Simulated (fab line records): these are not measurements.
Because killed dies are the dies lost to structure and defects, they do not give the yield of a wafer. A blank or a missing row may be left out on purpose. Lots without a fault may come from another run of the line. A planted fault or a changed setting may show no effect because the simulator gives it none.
fab line records | flow n5_finfet
[record] lots = 7 wafers = 21
route steps=1938 shown MOL_CONTACT_COAG@565 BEOL_M1@754 BEOL_M2@890 BEOL_M3@950
start_h: hours from the record's first day to the start of the lot's first wafer shown | wait_h: hours since the lot's step before | " unchanged from the row above | L1.1+2: a single row standing in for several wafers | - value missing, or start not given | * or withheld: withheld | < > ~ a bound
route shown NAME@n: names a module that has steps shown in the file, with the first one's number in the route | usual: mean and standard deviation over wafers with no fault | same: alike in all rows | chamber/n: place in a boat | sites: readings site by site | _std_site: how widely they spread, as a standard deviation | _edge_site: the outer-site mean with the inner-site mean subtracted | radius_mm: how far each site lies from the wafer's centre | mask NAME#n: copy n | behind: the last tool/chamber to shape the wafer | hold: cause of the lot's hold/its duration in hours/its outcome | device: which transistor (n, p or np) failed to switch | end of line: the same wafers' tests at the end of the route | for a step that has no rows: nothing shown but its recipe | killed: not the wafer's yield, but the dies lost to structure and defects at the first sort | map: the dies of a wafer, with x for killed, . for not killed, _ for no die there
set.NAME: the setting as run; set.NAME@STEP: as run at that earlier step | model.NAME: the simulator's own value behind a step, which no gauge read
lots run with intentionally changed settings; tables by step, rows by wafer
[[steps]]
[step N5_MOL_CONTACT_COAG_COAT_76]
[recipe] resist = SiARC temp_c = 220 time_s = 60 spin_rpm = 1500 resist_thk_nm = 10
// columns lot.wafer tool chamber start_h wait_h set.spin_rpm model.SiARC_of_MOL_CONTACT_COAG_COAT_76.thk_nm
L081.1 litho_track-04 0 - - 1500 10
L081.4+5 " 0 " " 1665 9.4
L083.1+4+5 litho_track-03 0 - - 1500 10
L084.1+3+6 litho_track-04 0 - - 1500 10
L085.4+5 litho_track-03 0 - - 1445 10.2
L085.6 " 0 " " 1500 10
L086.2+4 litho_track-01 0 - - 1500 10
L086.6 " 0 " " 1567 9.8
L088.3+5 litho_track-03 0 - - 1500 10
L088.4 " 0 " " 1639 9.6
L095.3+4 litho_track-01 0 - - 1374 10.4
L095.6 " 0 " " 1500 10
[step N5_MOL_CONTACT_COAG_COAT_77]
[recipe] resist = underlayer temp_c = 205 time_s = 60 spin_rpm = 1500 resist_thk_nm = 10
[step N5_MOL_CONTACT_COAG_COAT_78]
[recipe] resist = CAR-EUV spin_rpm = 1500 resist_thk_nm = 40
[step N5_MOL_CONTACT_COAG_DESCUM_88]
[recipe] chemistry = O2 time_s = 7 source_power_w = 50 bias_power_w = 20 pressure_mtorr = 20 rf_frequency_hz = 2.712e+07 temp_c = 40 resist = CAR-EUV o2_flow_sccm = 225
[step N5_MOL_CONTACT_COAG_ETCH_89]
[recipe] chemistry = N2/H2 target = underlayer target_depth_a = 130 mask_material = CAR-EUV time_s = 10.4 ion_energy_ev = 200 pressure_mtorr = 30 source_w = 840 bias_w = 150 n2_flow_sccm = 200 h2_flow_sccm = 200 ends = cleared
[step N5_MOL_CONTACT_COAG_ETCH_90]
[recipe] chemistry = CF4 target = SiARC target_depth_a = 130 mask_material = CAR-EUV time_s = 21.7 ion_energy_ev = 80 pressure_mtorr = 40 source_w = 545 bias_w = 36 Ar_flow_sccm = 100 cf4_flow_sccm = 100 ends = cleared
// columns lot.wafer tool chamber start_h wait_h set.spin_rpm@MOL_CONTACT_COAG_COAT_76 model.etch.depth_nm
L081.1 rie_diel-02 2 147.00 0.0 1500 9.973
L081.4 " 1 " " 1665 9.45
L081.5 " 1 " " 1665 9.459
L083.1 rie_diel-02 2 149.92 0.0 1500 9.989
L083.4 " 0 " " 1500 10.01
L083.5 " 2 " " 1500 10.02
L084.1 rie_diel-02 3 158.99 0.0 1500 10.01
L084.3 " 2 " " 1500 10.02
L084.6 " 2 " " 1500 9.995
L085.4+5 rie_diel-01 2,3 171.11 0.0 1445 10.22
L085.6 " 2 " " 1500 10.01
L086.2 rie_diel-01 2 172.18 0.0 1500 10.03
L086.4 " 3 " " 1500 10
L086.6 " 0 " " 1567 9.789
L088.3 rie_diel-06 1 182.42 0.0 1500 10.05
L088.4 " 3 " " 1639 9.585
L088.5 " 1 " " 1500 10.06
L095.3 rie_diel-01 2 226.31 0.0 1374 10.5
L095.4 " 3 " " 1374 10.47
L095.6 " 3 " " 1500 10.06
[step N5_MOL_CONTACT_COAG_ALD_131]
[recipe] material = SiO2 target_thk_a = 50 temp_c = 100 ald_precursor_family = BDEAS ald_co_reactant = O2-plasma pulse_time_s = 1 co_reactant_pulse_time_s = 1 purge_time_s = 2 co_reactant_purge_time_s = 2 ald_cycles = 35 pressure_torr = 2
[step N5_MOL_CONTACT_COAG_ETCHBACK_132]
[recipe] chemistry = CHF3 target = SiO2 target_depth_a = 100 time_s = 6.7 ion_energy_ev = 200 pressure_mtorr = 30 source_w = 610 bias_w = 170 Ar_flow_sccm = 200 CHF3_flow_sccm = 50
[step N5_MOL_CONTACT_COAG_ETCH_91]
[recipe] chemistry = N2/H2 target = SOC target_depth_a = 600 overetch_a = 210 mask_material = SiARC temp_c = 40 time_s = 101.2 ion_energy_ev = 200 pressure_mtorr = 30 source_w = 840 bias_w = 150 n2_flow_sccm = 200 h2_flow_sccm = 200
// columns lot.wafer tool chamber start_h wait_h set.spin_rpm@MOL_CONTACT_COAG_COAT_76 model.SiARC_of_MOL_CONTACT_COAG_COAT_76.thk_nm
L081.1 rie_diel-06 1 147.32 0.0 1500 5.8
L081.4 " 3 " " 1665 5
L081.5 " 2 " " 1665 5.2
L083.1+4 rie_diel-06 2 150.21 0.0 1500 5.6
L083.5 " 1 " " 1500 5.8
L084.1+6 rie_diel-06 3 159.28 0.0 1500 5.6
L084.3 " 2 " " 1500 5.8
L085.4+5 rie_diel-01 2 171.40 0.0 1445 6.4
L085.6 " 1 " " 1500 5.8
L086.2+4 rie_diel-01 0 173.81 0.0 1500 5.8
L086.6 " 1 " " 1567 5.6
L088.3+5 rie_diel-02 3,2 182.71 0.0 1500 6
L088.4 " 2 " " 1639 5.4
L095.3+4 rie_diel-01 3,0 226.61 0.0 1374 6.2
L095.6 " 1 " " 1500 5.8
[step N5_MOL_CONTACT_COAG_CVD_140]
[recipe] material = W target_thk_a = 665 mode = selective_fill temp_c = 300 time_s = 215
// columns lot.wafer tool chamber start_h wait_h set.target_thk_a model.W_of_MOL_CONTACT_COAG_CVD_140.thk_nm
L081.1 cvd_w-02 0 149.51 0.1 665 66.6
L081.4 " 0 " " 665 66.8
L081.5 " 1 " " 729.8 73.4
L083.1+4 cvd_w-01 0 152.29 0.1 665 65
L083.5 " 1 " " 665 64.2
L084.1 cvd_w-02 1 161.28 0.1 665 66
L084.3 " 1 " " 691.4 69.8
L084.6 " 0 " " 691.4 68.4
L085.4 cvd_w-02 1 174.62 0.1 665 67
L085.5 " 0 " " 729.3 72.4
L085.6 " 1 " " 729.3 74
L086.2 cvd_w-01 1 175.80 0.1 665 66.2
L086.4 " 0 " " 731.5 72.8
L086.6 " 1 " " 731.5 72.2
L088.3 cvd_w-02 0 184.83 0.1 665 65.6
L088.4+5 " 1,0 " " 690.8 68.8
L095.3 cvd_w-02 0 228.54 0.1 743.7 73.2
L095.4 " 1 " " 665 66.2
L095.6 " 1 " " 743.7 74.2
[step N5_BEOL_M1_HM_DEP_02]
[recipe] material = TiN target_thk_a = 200 temp_c = 25 chamber_pressure_pa = 0.49996
// columns lot.wafer tool chamber start_h wait_h set.target_thk_a model.TiN_of_BEOL_M1_HM_DEP_02.thk_nm
L081.1 pvd_sputter-01 - 173.40 4.2 200 19.8
L081.4 " - " " 200 19.4
L081.5 " - " " 174.2 17
L083.1+4+5 pvd_sputter-03 - 177.20 0.4 200 19.8
L084.1+6 pvd_sputter-02 - 177.70 0.7 173.4 17.4
L084.3 " - " " 200 20
L085.4 pvd_sputter-02 - 194.89 0.2 200 20.2
L085.5 " - " " 182.7 18.4
L085.6 " - " " 182.7 18.2
L086.2+4 pvd_sputter-01 - 197.82 0.0 200 19.6
L086.6 " - " " 186.3 18.4
L088.3 pvd_sputter-01 - 204.56 0.5 200 19.6
L088.4 " - " " 200 19.8
L088.5 " - " " 176.4 17.2
L095.3 pvd_sputter-02 - 249.49 1.1 178.5 18.4
L095.4 " - " " 178.5 18.2
L095.6 " - " " 200 20.4
[step N5_BEOL_M1_EXPOSE_08]
[recipe] mask_id = M1 na = 0.33 source_shape = dipole sigma_inner = 0.369 sigma_outer = 0.767 polarization = unpolarized dose_mj = 33
// columns lot.wafer tool chamber start_h wait_h mask set.dose_mj
L081.1+5 euv_scanner-02 0 173.66 - M1#0 33.99
L081.4 " 0 " " M1#0 33
L083.1+4+5 euv_scanner-01 0 177.59 - M1#0 33
L084.1+3+6 euv_scanner-02 0 178.10 - M1#0 31.14
L085.4+6 euv_scanner-02 0 195.17 - M1#0 32.12
L085.5 " 0 " " M1#0 33
L086.2 euv_scanner-02 0 198.09 - M1#0 34.28
L086.4+6 " 0 " " M1#0 33
L088.3+4 euv_scanner-01 0 204.84 - M1#0 31.74
L088.5 " 0 " " M1#0 33
L095.3+4 euv_scanner-02 0 249.78 - M1#0 33
L095.6 " 0 " " M1#0 32.1
[step N5_BEOL_M1_PEB_09]
[recipe] peb_temp_c = 100 peb_time_s = 60 resist = CAR-EUV
[step N5_BEOL_M1_DEVELOP_10]
[recipe] develop_time_s = 30 developer = TMAH resist = CAR-EUV rinse_liquid = surfactant_rinse dry = air_spin dev_temp_c = 23
[step N5_BEOL_M1_DESCUM_16]
[recipe] chemistry = O2 time_s = 7 source_power_w = 50 bias_power_w = 20 pressure_mtorr = 20 rf_frequency_hz = 2.712e+07 temp_c = 40 resist = CAR-EUV o2_flow_sccm = 225
[step N5_BEOL_M1_ETCH_74]
[recipe] chemistry = N2/H2 target = underlayer target_depth_a = 65 mask_material = CAR-EUV time_s = 5.2 ion_energy_ev = 200 pressure_mtorr = 30 source_w = 840 bias_w = 150 n2_flow_sccm = 200 h2_flow_sccm = 200 ends = cleared
// columns lot.wafer tool chamber start_h wait_h set.dose_mj@BEOL_M1_EXPOSE_08 model.BEOL_M1.cd_offset_nm
L081.1 rie_diel-04 2 173.94 0.0 33.99 0.8
L081.4 " 1 " " 33 0
L081.5 " 2 " " 33.99 0.6
L083.1 rie_diel-04 3 177.87 0.0 33 0.2
L083.4 " 2 " " 33 0.4
L083.5 " 3 " " 33 0
L084.1 rie_diel-03 2 178.38 0.0 31.14 -0.8
L084.3+6 " 1,0 " " 31.14 -1
L085.4+6 rie_diel-03 1,3 195.44 0.0 32.12 -0.2
L085.5 " 0 " " 33 0.2
L086.2 rie_diel-05 0 198.39 0.0 34.28 1
L086.4 " 3 " " 33 0
L086.6 " 1 " " 33 0.4
L088.3 rie_diel-05 3 205.11 0.0 31.74 -1
L088.4 " 1 " " 31.74 -0.8
L088.5 " 3 " " 33 -0.4
L095.3 rie_diel-03 3 250.05 0.0 33 -0.2
L095.4 " 0 " " 33 0
L095.6 " 1 " " 32.1 -0.6
[step N5_BEOL_M1_ETCH_63]
[recipe] chemistry = CF4 target = SiARC target_depth_a = 156 mask_material = CAR-EUV time_s = 26 ion_energy_ev = 80 pressure_mtorr = 40 source_w = 545 bias_w = 36 Ar_flow_sccm = 100 cf4_flow_sccm = 100 ends = cleared
// columns lot.wafer tool chamber start_h wait_h set.dose_mj@BEOL_M1_EXPOSE_08 model.BEOL_M1.cd_offset_nm
L081.1+5 rie_diel-04 2 173.96 0.0 33.99 0.6
L081.4 " 1 " " 33 0
L083.1 rie_diel-04 3 177.89 0.0 33 0.2
L083.4 " 2 " " 33 0.4
L083.5 " 3 " " 33 0
L084.1 rie_diel-03 2 178.40 0.0 31.14 -0.8
L084.3+6 " 1,0 " " 31.14 -1
L085.4+6 rie_diel-03 1,3 195.46 0.0 32.12 -0.2
L085.5 " 0 " " 33 0.2
L086.2 rie_diel-05 0 198.40 0.0 34.28 1
L086.4 " 3 " " 33 0
L086.6 " 1 " " 33 0.6
L088.3 rie_diel-05 3 205.13 0.0 31.74 -1
L088.4 " 1 " " 31.74 -0.8
L088.5 " 3 " " 33 -0.2
L095.3 rie_diel-03 3 250.07 0.0 33 -0.2
L095.4 " 0 " " 33 0
L095.6 " 1 " " 32.1 -0.8
[step N5_BEOL_M1_ETCH_64]
[recipe] chemistry = N2/H2 target = SOC target_depth_a = 750 overetch_a = 150 mask_material = SiARC temp_c = 40 time_s = 112.5 ion_energy_ev = 200 pressure_mtorr = 30 source_w = 840 bias_w = 150 n2_flow_sccm = 200 h2_flow_sccm = 200
// columns lot.wafer tool chamber start_h wait_h set.dose_mj@BEOL_M1_EXPOSE_08 model.BEOL_M1.cd_offset_nm
L081.1+5 rie_diel-04 2 173.99 0.0 33.99 0.6
L081.4 " 1 " " 33 0
L083.1+5 rie_diel-04 3 177.92 0.0 33 0
L083.4 " 2 " " 33 0.4
L084.1+6 rie_diel-03 2,0 178.43 0.0 31.14 -0.6
L084.3 " 1 " " 31.14 -1
L085.4 rie_diel-03 1 195.53 0.1 32.12 -0.2
L085.5 " 0 " " 33 0.4
L085.6 " 3 " " 32.12 0
L086.2 rie_diel-05 0 198.43 0.0 34.28 1.2
L086.4 " 3 " " 33 0
L086.6 " 1 " " 33 0.4
L088.3 rie_diel-05 3 205.16 0.0 31.74 -1
L088.4 " 1 " " 31.74 -0.8
L088.5 " 3 " " 33 -0.4
L095.3 rie_diel-03 3 250.10 0.0 33 0
L095.4 " 0 " " 33 0.2
L095.6 " 1 " " 32.1 -1
[step N5_BEOL_M1_STRIP_65]
[recipe] chemistry = N2/H2 temp_c = 40 n2_flow_sccm = 200 h2_flow_sccm = 200 rf_frequency_hz = 6e+07
[step N5_BEOL_M1_STRIP_75]
[recipe] chemistry = N2/H2 temp_c = 40 n2_flow_sccm = 200 h2_flow_sccm = 200 rf_frequency_hz = 6e+07
[step N5_BEOL_M1_STRIP_66]
[recipe] chemistry = CF4 resist = SiARC power_w = 300 bias_power_w = 75 pressure_mtorr = 50 cf4_flow_sccm = 150 rf_frequency_hz = 6e+07
[step N5_BEOL_M1_HM_OPEN_17]
[recipe] chemistry = Cl2/BCl3 target_depth_a = 200 overetch_a = 60 target = TiN mask_material = SOC ion_energy_ev = 150 pressure_mtorr = 10 icp_w = 1000 bias_w = 126 Cl2_flow_sccm = 53.25 bcl3_flow_sccm = 21.75 Ar_flow_sccm = 25
// columns lot.wafer tool chamber start_h wait_h set.target_thk_a@BEOL_M1_HM_DEP_02 set.dose_mj@BEOL_M1_EXPOSE_08 model.etch.depth_nm model.BEOL_M1.cd_offset_nm
L081.1 rie_metal-02 0 174.16 0.0 200 33.99 19.74 0.8
L081.4 " 1 " " 200 33 19.43 0.2
L081.5 " 0 " " 174.2 33.99 17.08 1
L083.1 rie_metal-02 0 178.08 0.0 200 33 19.85 0.2
L083.4 " 0 " " 200 33 19.83 0.6
L083.5 " 1 " " 200 33 19.82 0
L084.1 rie_metal-02 1 178.60 0.0 173.4 31.14 17.41 -0.4
L084.3 " 0 " " 200 31.14 20.07 -1
L084.6 " 0 " " 173.4 31.14 17.44 -0.4
L085.4 rie_metal-03 1 195.74 0.1 200 32.12 20.11 -0.4
L085.5 " 1 " " 182.7 33 18.44 0.4
L085.6 " 1 " " 182.7 32.12 18.28 0
L086.2 rie_metal-01 1 198.60 0.0 200 34.28 19.69 1.2
L086.4 " 1 " " 200 33 19.69 0
L086.6 " 1 " " 186.3 33 18.33 0.4
L088.3 rie_metal-03 1 205.35 0.1 200 31.74 19.61 -0.8
L088.4 " 0 " " 200 31.74 19.82 -0.8
L088.5 " 0 " " 176.4 33 17.16 -0.2
L095.3 rie_metal-03 1 250.29 0.1 178.5 33 18.39 0.2
L095.4 " 0 " " 178.5 33 18.23 0.2
L095.6 " 0 " " 200 32.1 20.31 -0.8
[step N5_BEOL_M2_TRENCH_ETCH_37]
[recipe] chemistry = C4F6/O2 target_depth_a = 555.55 target = SiOC time_s = 29.2 ion_energy_ev = 250 pressure_mtorr = 30 source_w = 355 bias_w = 185 Ar_flow_sccm = 300 C4F6_flow_sccm = 10 O2_flow_sccm = 10
[usual] rf_vpp_V = 670/18
// columns lot.wafer tool chamber start_h wait_h set.bias_w rf_vpp_V model.etch.depth_nm model.BEOL_M2.feature_depth_nm
L081.1 rie_diel-01 0 - - 185 663 55.9 55.8
L081.4 " 1 " " 185 671 56.38 56.4
L081.5 " 3 " " 205.2 712 58.02 58
L083.1 rie_diel-01 0 - - 185 664 56.11 56.2
L083.4 " 1 " " 185 672 55.59 55.6
L083.5 " 0 " " 185 662 55.9 56
L084.1 rie_diel-06 0 - - 161.9 594 53.35 53.4
L084.3 " 2 " " 185 687 56.47 56.4
L084.6 " 0 " " 185 659 55.75 55.8
L085.4 rie_diel-06 2 - - 158.2 606 51.71 51.8
L085.5 " 3 " " 185 682 55.37 55.4
L085.6 " 2 " " 185 687 55.04 55
L086.2 rie_diel-06 0 - - 185 661 56.39 56.4
L086.4 " 2 " " 151.9 589 52.57 52.6
L086.6 " 3 " " 185 683 56.8 56.8
L088.3 rie_diel-01 2 - - 216.9 721 58.91 59
L088.4 " 3 " " 185 656 56.58 56.6
L088.5 " 1 " " 185 670 55.87 55.8
L095.3 rie_diel-02 2 - - 185 630 56.69 56.6
L095.4 " 3 " " 164.4 604 51.96 52
L095.6 " 0 " " 164.4 607 53 53
[step N5_BEOL_M2_ETCH_41]
[recipe] chemistry = CH3F/O2 target = SiCN target_depth_a = 299 taper_deg = 2 time_s = 52.5 ion_energy_ev = 120 mask_material = TiN pressure_mtorr = 30 source_w = 395 bias_w = 75 Ar_flow_sccm = 150 CH3F_flow_sccm = 30 O2_flow_sccm = 20
[step N5_BEOL_M2_STRIP_97]
[recipe] chemistry = N2/H2 time_s = 10 power_w = 450 temp_c = 40 pressure_mtorr = 20 rf_frequency_hz = 6e+07 bias_power_w = 7 n2_flow_sccm = 200 h2_flow_sccm = 200
[step N5_BEOL_M2_OCD_MEAS_38]
[usual] trench_depth_nm = 55.6/1.1
// columns lot.wafer tool chamber start_h wait_h set.bias_w@BEOL_M2_TRENCH_ETCH_37 trench_depth_nm
L081.1 ocd-02 - 187.64 - 185 55.7
L081.4 " - " " 185 56.1
L081.5 " - " " 205.2 58.5
L083.1 ocd-01 - 191.64 - 185 56.5
L083.4 " - " " 185 55.3
L083.5 " - " " 185 56.2
L084.1 ocd-01 - 194.53 - 161.9 53.1
L084.3 " - " " 185 56.2
L084.6 " - " " 185 55.3
L085.4 ocd-01 - 207.65 - 158.2 52.2
L085.5 " - " " 185 54.7
L085.6 " - " " 185 55.2
L086.2 ocd-02 - 212.33 - 185 56.4
L086.4 " - " " 151.9 52.7
L086.6 " - " " 185 57.1
L088.3 ocd-02 - 218.05 - 216.9 58.7
L088.4 " - " " 185 56.4
L088.5 " - " " 185 56.1
L095.3 ocd-01 - 274.69 - 185 56.0
L095.4 " - " " 164.4 52.0
L095.6 " - " " 164.4 53.1
[step N5_BEOL_M3_ETCH_64]
[recipe] chemistry = N2/H2 target = SOC target_depth_a = 750 overetch_a = 150 mask_material = SiARC temp_c = 40 time_s = 112.5 ion_energy_ev = 200 pressure_mtorr = 30 source_w = 840 bias_w = 150 n2_flow_sccm = 200 h2_flow_sccm = 200
// columns lot.wafer tool chamber start_h wait_h set.time_s model.SiARC_of_BEOL_M3_COAT_62.thk_nm
L081.1+4 rie_diel-05 1,0 193.10 0.0 112.5 6.8
L081.5 " 1 " " 112.5 7
L083.1+4+5 rie_diel-04 3,2,3 196.68 0.0 112.5 6.8
L084.1 rie_diel-04 3 200.80 0.0 112.5 7
L084.3 " 0 " " 112.5 6.8
L084.6 " 0 " " 133.6 5.8
L085.4 rie_diel-03 1 215.78 0.0 119.3 6.4
L085.5 " 0 " " 119.3 6.6
L085.6 " 1 " " 112.5 6.8
L086.2+6 rie_diel-04 2 218.90 0.0 112.5 7
L086.4 " 1 " " 101.2 7.2
L088.3+5 rie_diel-03 0,3 223.58 0.0 123 6.4
L088.4 " 1 " " 123 6.2
L095.3+4 rie_diel-04 2,3 280.28 0.0 100.9 7.4
L095.6 " 3 " " 112.5 6.8
[step N5_BEOL_M3_COAT_76]
[recipe] resist = underlayer temp_c = 205 time_s = 60 spin_rpm = 1500 resist_thk_nm = 5
// columns lot.wafer tool chamber start_h wait_h set.spin_rpm
L081.1+5 litho_track-01 0 - - 1361
L081.4 " 0 " " 1500
L083.1+4+5 litho_track-04 0 - - 1500
L084.1 litho_track-03 0 - - 1500
L084.3+6 " 0 " " 1574
L085.4 litho_track-03 0 - - 1500
L085.5+6 " 0 " " 1658
L086.2+4 litho_track-01 0 - - 1500
L086.6 " 0 " " 1668
L088.3+5 litho_track-01 0 - - 1500
L088.4 " 0 " " 1339
L095.3+6 litho_track-04 0 - - 1581
L095.4 " 0 " " 1500
[step N5_BEOL_M3_COAT_22]
[recipe] resist = CAR-EUV spin_rpm = 1500 resist_thk_nm = 30
[step N5_BEOL_M3_EBR_24]
[recipe] solvent = PGMEA ebr_width_mm = 1.5
[step N5_BEOL_M3_DESCUM_33]
[recipe] chemistry = O2 time_s = 7 source_power_w = 50 bias_power_w = 20 pressure_mtorr = 20 rf_frequency_hz = 2.712e+07 temp_c = 40 resist = CAR-EUV o2_flow_sccm = 225
[step N5_BEOL_M3_ETCH_77]
[recipe] chemistry = N2/H2 target = underlayer target_depth_a = 65 mask_material = CAR-EUV time_s = 5.2 ion_energy_ev = 200 pressure_mtorr = 30 source_w = 840 bias_w = 150 n2_flow_sccm = 200 h2_flow_sccm = 200 ends = cleared
[usual] etch_rf_on_time_s = 5.19/0.11
// columns lot.wafer tool chamber start_h wait_h set.spin_rpm@BEOL_M3_COAT_76 etch_rf_on_time_s model.etch.depth_nm
L081.1 rie_diel-04 0 194.05 0.0 1361 5.32 5.252
L081.4 " 0 " " 1500 5.11 4.992
L081.5 " 2 " " 1361 5.55 5.238
L083.1 rie_diel-03 1 197.52 0.0 1500 5.13 5.01
L083.4 " 3 " " 1500 5.28 4.984
L083.5 " 1 " " 1500 5.09 4.985
L084.1 rie_diel-03 3 201.73 0.0 1500 5.31 5.02
L084.3 " 0 " " 1574 4.91 4.882
L084.6 " 0 " " 1574 4.95 4.893
L085.4 rie_diel-05 2 216.88 0.0 1500 5.22 4.985
L085.5 " 2 " " 1658 4.99 4.762
L085.6 " 1 " " 1658 4.90 4.749
L086.2 rie_diel-05 3 219.89 0.0 1500 5.20 4.995
L086.4 " 2 " " 1500 5.29 4.999
L086.6 " 0 " " 1668 4.88 4.734
L088.3 rie_diel-03 1 224.41 0.0 1500 5.13 5.022
L088.4 " 2 " " 1339 5.37 5.284
L088.5 " 3 " " 1500 5.22 4.998
L095.3 rie_diel-04 0 281.23 0.0 1581 5.00 4.879
L095.4 " 2 " " 1500 5.27 4.984
L095.6 " 1 " " 1581 4.95 4.856
[[key]]
[split] step = N5_MOL_CONTACT_COAG_COAT_76 setting = spin_rpm stated = 1500 by = wafer
[response] step = N5_MOL_CONTACT_COAG_COAT_76 reading = model.SiARC_of_MOL_CONTACT_COAG_COAT_76.thk_nm change = -0.0492 per = 1% r = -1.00
[response] step = N5_MOL_CONTACT_COAG_ETCH_90 reading = model.etch.depth_nm change = -0.0497 per = 1% r = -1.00
[response] step = N5_MOL_CONTACT_COAG_ETCH_91 reading = model.SiARC_of_MOL_CONTACT_COAG_COAT_76.thk_nm change = -0.0634 per = 1% r = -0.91
[split] step = N5_MOL_CONTACT_COAG_CVD_140 setting = target_thk_a stated = 665 by = wafer
[response] step = N5_MOL_CONTACT_COAG_CVD_140 reading = model.W_of_MOL_CONTACT_COAG_CVD_140.thk_nm change = +0.657 per = 1% r = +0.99
[split] step = N5_BEOL_M1_HM_DEP_02 setting = target_thk_a stated = 200 by = wafer
[response] step = N5_BEOL_M1_HM_DEP_02 reading = model.TiN_of_BEOL_M1_HM_DEP_02.thk_nm change = +0.201 per = 1% r = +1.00
[response] step = N5_BEOL_M1_HM_OPEN_17 reading = model.etch.depth_nm change = +0.199 per = 1% r = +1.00
[split] step = N5_BEOL_M1_EXPOSE_08 setting = dose_mj stated = 33 by = wafer
[response] step = N5_BEOL_M1_ETCH_74 reading = model.BEOL_M1.cd_offset_nm change = +0.179 per = 1% r = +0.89
[response] step = N5_BEOL_M1_ETCH_63 reading = model.BEOL_M1.cd_offset_nm change = +0.191 per = 1% r = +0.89
[response] step = N5_BEOL_M1_ETCH_64 reading = model.BEOL_M1.cd_offset_nm change = +0.224 per = 1% r = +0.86
[response] step = N5_BEOL_M1_HM_OPEN_17 reading = model.BEOL_M1.cd_offset_nm change = +0.237 per = 1% r = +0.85
[split] step = N5_BEOL_M2_TRENCH_ETCH_37 setting = bias_w stated = 185 by = wafer
[response] step = N5_BEOL_M2_TRENCH_ETCH_37 reading = rf_vpp_V change = +4.38 per = 1% r = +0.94
[response] step = N5_BEOL_M2_TRENCH_ETCH_37 reading = model.etch.depth_nm change = +0.221 per = 1% r = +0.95
[response] step = N5_BEOL_M2_TRENCH_ETCH_37 reading = model.BEOL_M2.feature_depth_nm change = +0.22 per = 1% r = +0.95
[response] step = N5_BEOL_M2_OCD_MEAS_38 reading = trench_depth_nm change = +0.206 per = 1% r = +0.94
[split] step = N5_BEOL_M3_ETCH_64 setting = time_s stated = 112.5 by = wafer
[response] step = N5_BEOL_M3_ETCH_64 reading = model.SiARC_of_BEOL_M3_COAT_62.thk_nm change = -0.0515 per = 1% r = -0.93
[split] step = N5_BEOL_M3_COAT_76 setting = spin_rpm stated = 1500 by = wafer
[response] step = N5_BEOL_M3_ETCH_77 reading = etch_rf_on_time_s change = * per = 1% r = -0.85
[response] step = N5_BEOL_M3_ETCH_77 reading = model.etch.depth_nm change = -0.0243 per = 1% r = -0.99
